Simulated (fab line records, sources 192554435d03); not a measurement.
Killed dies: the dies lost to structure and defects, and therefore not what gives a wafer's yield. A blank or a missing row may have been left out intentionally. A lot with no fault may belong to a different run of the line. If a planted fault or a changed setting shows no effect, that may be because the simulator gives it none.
Split-lot trial / flow n5 finfet / 39 wafers read from 7 lots, route of 1938 steps

ABOUT THE SPLIT
At N5_BEOL_M9_ILD_DEP_00 (deposits SiCOH lowk from DEMS/porogen, target thk 308.51 nm, time 58 s), the setting time s was moved away from the recipe's 58 s on 15 of the 39 wafers read, by -57.0% to +28.9%. All remaining wafers had this setting at the recipe value.

FROM SPLIT TO READING: 1 step shown by the file between the two
- N5_BEOL_M9_CURE_71: cures SiCOH lowk, time 240 s

THE READING
M9_ILD_THK, in nm, at N5_BEOL_M9_THK_MEAS_01. Fault-free wafers of this fab line usually give 269 nm, standard deviation 4 nm.

wafer=L077.1; tool, chamber at the split=pecvd-01, 1; time s as run, s=30.5; against the recipe=-47.4%; M9_ILD_THK, nm=139; against lot-mates on the recipe=-131
wafer=L077.2; tool, chamber at the split=pecvd-01, 2; time s as run, s=58; against the recipe=recipe; M9_ILD_THK, nm=270; against lot-mates on the recipe=-
wafer=L077.3; tool, chamber at the split=pecvd-01, 0; time s as run, s=30.5; against the recipe=-47.4%; M9_ILD_THK, nm=142; against lot-mates on the recipe=-128
wafer=L077.4; tool, chamber at the split=pecvd-01, 0; time s as run, s=30.5; against the recipe=-47.4%; M9_ILD_THK, nm=145; against lot-mates on the recipe=-125
wafer=L077.5; tool, chamber at the split=pecvd-01, 1; time s as run, s=58; against the recipe=recipe; M9_ILD_THK, nm=267; against lot-mates on the recipe=-
wafer=L077.6; tool, chamber at the split=pecvd-01, 2; time s as run, s=58; against the recipe=recipe; M9_ILD_THK, nm=273; against lot-mates on the recipe=-
wafer=L080.1; tool, chamber at the split=pecvd-02, 2; time s as run, s=24.93; against the recipe=-57.0%; M9_ILD_THK, nm=122; against lot-mates on the recipe=-148
wafer=L080.2; tool, chamber at the split=pecvd-02, 0; time s as run, s=58; against the recipe=recipe; M9_ILD_THK, nm=268; against lot-mates on the recipe=-
wafer=L080.3; tool, chamber at the split=pecvd-02, 1; time s as run, s=58; against the recipe=recipe; M9_ILD_THK, nm=269; against lot-mates on the recipe=-
wafer=L080.4; tool, chamber at the split=pecvd-02, 1; time s as run, s=58; against the recipe=recipe; M9_ILD_THK, nm=273; against lot-mates on the recipe=-
wafer=L080.5; tool, chamber at the split=pecvd-02, 0; time s as run, s=24.93; against the recipe=-57.0%; M9_ILD_THK, nm=120; against lot-mates on the recipe=-150
wafer=L080.6; tool, chamber at the split=pecvd-02, 2; time s as run, s=24.93; against the recipe=-57.0%; M9_ILD_THK, nm=123; against lot-mates on the recipe=-147
wafer=L081.1; tool, chamber at the split=pecvd-01, 2; time s as run, s=58; against the recipe=recipe; M9_ILD_THK, nm=269; against lot-mates on the recipe=-
wafer=L081.2; tool, chamber at the split=pecvd-01, 0; time s as run, s=58; against the recipe=recipe; M9_ILD_THK, nm=264; against lot-mates on the recipe=-
wafer=L081.3; tool, chamber at the split=pecvd-01, 1; time s as run, s=58; against the recipe=recipe; M9_ILD_THK, nm=261; against lot-mates on the recipe=-
wafer=L081.4; tool, chamber at the split=pecvd-01, 0; time s as run, s=58; against the recipe=recipe; M9_ILD_THK, nm=271; against lot-mates on the recipe=-
wafer=L081.5; tool, chamber at the split=pecvd-01, 2; time s as run, s=58; against the recipe=recipe; M9_ILD_THK, nm=275; against lot-mates on the recipe=-
wafer=L081.6; tool, chamber at the split=pecvd-01, 1; time s as run, s=58; against the recipe=recipe; M9_ILD_THK, nm=267; against lot-mates on the recipe=-
wafer=L084.1; tool, chamber at the split=pecvd-03, 2; time s as run, s=36.21; against the recipe=-37.6%; M9_ILD_THK, nm=162; against lot-mates on the recipe=-105
wafer=L084.2; tool, chamber at the split=pecvd-03, 0; time s as run, s=36.21; against the recipe=-37.6%; M9_ILD_THK, nm=168; against lot-mates on the recipe=-99
wafer=L084.3; tool, chamber at the split=pecvd-03, 1; time s as run, s=58; against the recipe=recipe; M9_ILD_THK, nm=266; against lot-mates on the recipe=-
wafer=L084.4; tool, chamber at the split=pecvd-03, 0; time s as run, s=36.21; against the recipe=-37.6%; M9_ILD_THK, nm=173; against lot-mates on the recipe=-94
wafer=L084.5; tool, chamber at the split=pecvd-03, 2; time s as run, s=58; against the recipe=recipe; M9_ILD_THK, nm=266; against lot-mates on the recipe=-
wafer=L084.6; tool, chamber at the split=pecvd-03, 1; time s as run, s=58; against the recipe=recipe; M9_ILD_THK, nm=269; against lot-mates on the recipe=-
wafer=L087.1; tool, chamber at the split=pecvd-02, 0; time s as run, s=58; against the recipe=recipe; M9_ILD_THK, nm=269; against lot-mates on the recipe=-
wafer=L087.2; tool, chamber at the split=pecvd-02, 1; time s as run, s=58; against the recipe=recipe; M9_ILD_THK, nm=264; against lot-mates on the recipe=-
wafer=L087.3; tool, chamber at the split=pecvd-02, 2; time s as run, s=58; against the recipe=recipe; M9_ILD_THK, nm=270; against lot-mates on the recipe=-
wafer=L091.1; tool, chamber at the split=pecvd-01, 1; time s as run, s=58; against the recipe=recipe; M9_ILD_THK, nm=266; against lot-mates on the recipe=-
wafer=L091.2; tool, chamber at the split=pecvd-01, 2; time s as run, s=74.76; against the recipe=+28.9%; M9_ILD_THK, nm=348; against lot-mates on the recipe=+79
wafer=L091.3; tool, chamber at the split=pecvd-01, 0; time s as run, s=58; against the recipe=recipe; M9_ILD_THK, nm=271; against lot-mates on the recipe=-
wafer=L091.4; tool, chamber at the split=pecvd-01, 2; time s as run, s=74.76; against the recipe=+28.9%; M9_ILD_THK, nm=353; against lot-mates on the recipe=+84
wafer=L091.5; tool, chamber at the split=pecvd-01, 0; time s as run, s=74.76; against the recipe=+28.9%; M9_ILD_THK, nm=354; against lot-mates on the recipe=+85
wafer=L091.6; tool, chamber at the split=pecvd-01, 1; time s as run, s=58; against the recipe=recipe; M9_ILD_THK, nm=270; against lot-mates on the recipe=-
wafer=L093.1; tool, chamber at the split=pecvd-01, 2; time s as run, s=58; against the recipe=recipe; M9_ILD_THK, nm=273; against lot-mates on the recipe=-
wafer=L093.2; tool, chamber at the split=pecvd-01, 0; time s as run, s=49.25; against the recipe=-15.1%; M9_ILD_THK, nm=230; against lot-mates on the recipe=-44
wafer=L093.3; tool, chamber at the split=pecvd-01, 1; time s as run, s=49.25; against the recipe=-15.1%; M9_ILD_THK, nm=223; against lot-mates on the recipe=-51
wafer=L093.4; tool, chamber at the split=pecvd-01, 2; time s as run, s=58; against the recipe=recipe; M9_ILD_THK, nm=274; against lot-mates on the recipe=-
wafer=L093.5; tool, chamber at the split=pecvd-01, 0; time s as run, s=58; against the recipe=recipe; M9_ILD_THK, nm=275; against lot-mates on the recipe=-
wafer=L093.6; tool, chamber at the split=pecvd-01, 1; time s as run, s=49.25; against the recipe=-15.1%; M9_ILD_THK, nm=226; against lot-mates on the recipe=-48

THE FIT
A straight line over all 39 wafers: M9_ILD_THK changes by +2.68 nm for each +1% of time s; r = +1.00; the points scatter about the line by 4 nm.
The same after taking each lot's own level away (the mean of its wafers on the recipe; 39 wafers): +2.68 nm for each +1%; r = +1.00; scatter 4.1 nm.
The reading moves by 1.5e+02 nm for the largest change in time s, on that fit.
Measured against the standard deviation above, the lots' own levels, which go from 267.0 to 274.0 nm, span 1.8 times it.
The two slopes are in agreement: the lot-to-lot level therefore moves the slope only a little.
Check: for one of the wafers moved furthest among these (-57.0%), held out of the fit, the line's prediction against its lot-mates is -154 nm. It came out at -148 nm against them.

FURTHER SPLITS ON THESE WAFERS
Note: prior to the reading, these wafers also went through further splits. Each is held against what the fit with the lots' levels taken away leaves over:
other split on the same wafers=N5_BEOL_M4_TRENCH_ETCH_37 target depth a; wafers away from the commonest value=12; r with M9_ILD_THK (lot level and that fit taken away)=-0.20
other split on the same wafers=N5_BEOL_M6_ALD_77 ald cycles; wafers away from the commonest value=12; r with M9_ILD_THK (lot level and that fit taken away)=-0.11

THE WHOLE CHAIN: every reading that the file lists as answering this split, in the file's order
step=N5_BEOL_M9_ILD_DEP_00; what it does=deposits SiCOH lowk from DEMS/porogen, target thk 308.51 nm, time 58 s; reading=SiCOH_lowk_of_BEOL_M9_ILD_DEP_00.thk nm (the simulator's own value, which no gauge read); change (the file's fit)=+3.06 nm for each +1% of the setting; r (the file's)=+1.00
step=N5_BEOL_M9_CURE_71; what it does=cures SiCOH lowk, time 240 s; reading=SiCOH_lowk_of_BEOL_M9_ILD_DEP_00.thk nm (the simulator's own value, which no gauge read); change (the file's fit)=+2.68 nm for each +1% of the setting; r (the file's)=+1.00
step=N5_BEOL_M9_THK_MEAS_01; what it does=; reading=M9_ILD_THK; change (the file's fit)=+2.68 for each +1% of the setting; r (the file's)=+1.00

FILE'S OWN FIT
M9_ILD_THK changes by +2.68 nm for each +1% of time s, r = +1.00.
